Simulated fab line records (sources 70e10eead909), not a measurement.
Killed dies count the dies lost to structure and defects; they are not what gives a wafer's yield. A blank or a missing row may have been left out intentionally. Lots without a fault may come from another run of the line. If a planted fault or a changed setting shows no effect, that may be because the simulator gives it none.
Struck lot and sound lot, side by side | flow nand harc | 15 steps out of a route of 1302
Sound: these wafers, L699.1, L699.3, L699.4. Struck: wafers L706.1, L706.5, L706.6. At the end, the cause is stated.
At each step with rows: each side's tool, then ch and its chambers, then its first start. Under that, the readings that differ: sound wafers | struck wafers | difference of the means | sigmas: that difference in standard deviations of wafers without a fault.
alike: words and numbers the same on both sides, and readings whose means are apart by under 2 such deviations; not compared: readings that were withheld, readings missing a value for some wafer, numbers with overlapping values and no deviation given by the record, and bounds like >300 which may hide the same value.
A row with sigmas, a row that says differs or no value, or rows on one side alone: a step with any of these is where the two part. Numbers that don't overlap but have no deviation are shown without sigmas and don't part them. A reading missing from all wafers of one side parts the sides only when that side holds two or more wafers.

first, 3 steps without rows for these wafers: NHARC_A_CHANNEL_HOLE_D1_ETCH_38 (etches the open film in CF4, target depth 39 nm, time 65 s); NHARC_A_CHANNEL_HOLE_D1_ETCH_39 (etches the open film in N2/H2, target depth 260 nm, time 325 s); NHARC_A_CHANNEL_HOLE_D1_ETCH_34 (etches the open film in CF4/CHF3, target depth 154 nm, time 77 s).
NHARC_A_CHANNEL_HOLE_D1_ETCH_16: etches the open film in O2/COS, target depth 3100 nm, time 806 s.
  sound on rie diel-01 ch 0,2,3; struck on rie diel-01 ch 0,2,3
  alike: bias w, chamber pressure mTorr, cos flow sccm, drypump motor current A, oes product au, rf fwd power W, rf vpp V, showerhead plenum p Torr, throttle valve pct
  not compared: rf hours counter h
NHARC_A_CHANNEL_HOLE_D1_CD_MEAS_18:
  struck on cd sem-01, day 16 09:43; sound on cd sem-03, day 13 13:21
  alike: cd nm
then, 1 step without rows for these wafers: NHARC_A_CHANNEL_HOLE_D1_ETCH_19 (etches the open film in C4F8/O2/Ar, time 34.5 s).
NHARC_A_CHANNEL_HOLE_D1_ETCH_20: etches the open film in C4F8/O2/Ar, time 361.9 s, target depth 1600 nm.
  sound on har etch-01 ch 0,1, day 13 15:50; struck on har etch-01 ch 0,1, day 16 09:58
  alike: c4f8 flow sccm, chamber pressure mTorr, drypump motor current A, showerhead plenum p Torr, throttle valve pct
  not compared: rf hours counter h
NHARC_A_CHANNEL_HOLE_D1_ETCH_21: etches the open film in C4F8/O2/Ar, time 514.3 s, target depth 1600 nm.
  sound on har etch-01 ch 0,1, day 13 16:10; struck on har etch-01 ch 0,1, day 16 10:17
  alike: c4f8 flow sccm, chamber pressure mTorr, drypump motor current A, showerhead plenum p Torr, throttle valve pct
  not compared: rf hours counter h
NHARC_A_CHANNEL_HOLE_D1_ETCH_22: etches the open film in C4F8/O2/Ar, time 666.7 s, target depth 1600 nm.
  sound on har etch-01 ch 0,1, day 13 16:37; struck on har etch-01 ch 0,1, day 16 10:45
  alike: c4f8 flow sccm, chamber pressure mTorr, drypump motor current A, showerhead plenum p Torr, throttle valve pct
  not compared: rf hours counter h
then, 3 steps without rows for these wafers: NHARC_A_CHANNEL_HOLE_D1_ETCH_23 (etches the open film in C4F8/O2/Ar, time 819 s, target depth 1600 nm); NHARC_A_CHANNEL_HOLE_D1_ETCH_24 (etches the open film in C4F8/O2/Ar, time 906.2 s, target depth 1500 nm); NHARC_A_CHANNEL_HOLE_D1_ETCH_25 (etches the open film in C4F8/O2/Ar, time 1040.2 s, target depth 1500 nm).
NHARC_A_CHANNEL_HOLE_D1_ETCH_26: etches the open film in C4F8/O2/Ar, time 224.1 s, target depth 300 nm.
  sound on har etch-01 ch 0,1, day 13 19:28; struck on har etch-01 ch 0,1, day 16 13:34
  no value came back on the struck wafers for any of 5 readings (bias v (V), c4f8 flow sccm (sccm) and others); on the sound wafers bias v (V) reads 301 301 300
  not compared: rf hours counter h
NHARC_A_CHANNEL_HOLE_D1_ETCH_33: etches the open film in C4F8/O2/Ar, time 90 s, target depth 400 nm.
  sound on har etch-01 ch 0,1, day 13 19:40; struck on har etch-01 ch 0,1, day 16 13:46
  alike: bias v, c4f8 flow sccm, drypump motor current A, rf fwd power W, showerhead plenum p Torr, throttle valve pct
  not compared: rf hours counter h
-- record jumps: 15 days between struck wafers' starts before vs after; left off in module A_CHANNEL_HOLE_D1, resumes in module END, first step shown is number 1302 of the route --
NHARC_END_SORT_01:
  the record has rows for the struck wafers here (prober-02 ch 0, day 32 00:25) and none for the sound ones

WHERE THEY PART
Last at NHARC_END_SORT_01 as far as this record goes, first at NHARC_A_CHANNEL_HOLE_D1_ETCH_26.

WHY: what the simulator had put in
Whole step skipped at NHARC_A_CHANNEL_HOLE_D1_ETCH_26 on har etch-01, starting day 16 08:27. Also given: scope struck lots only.
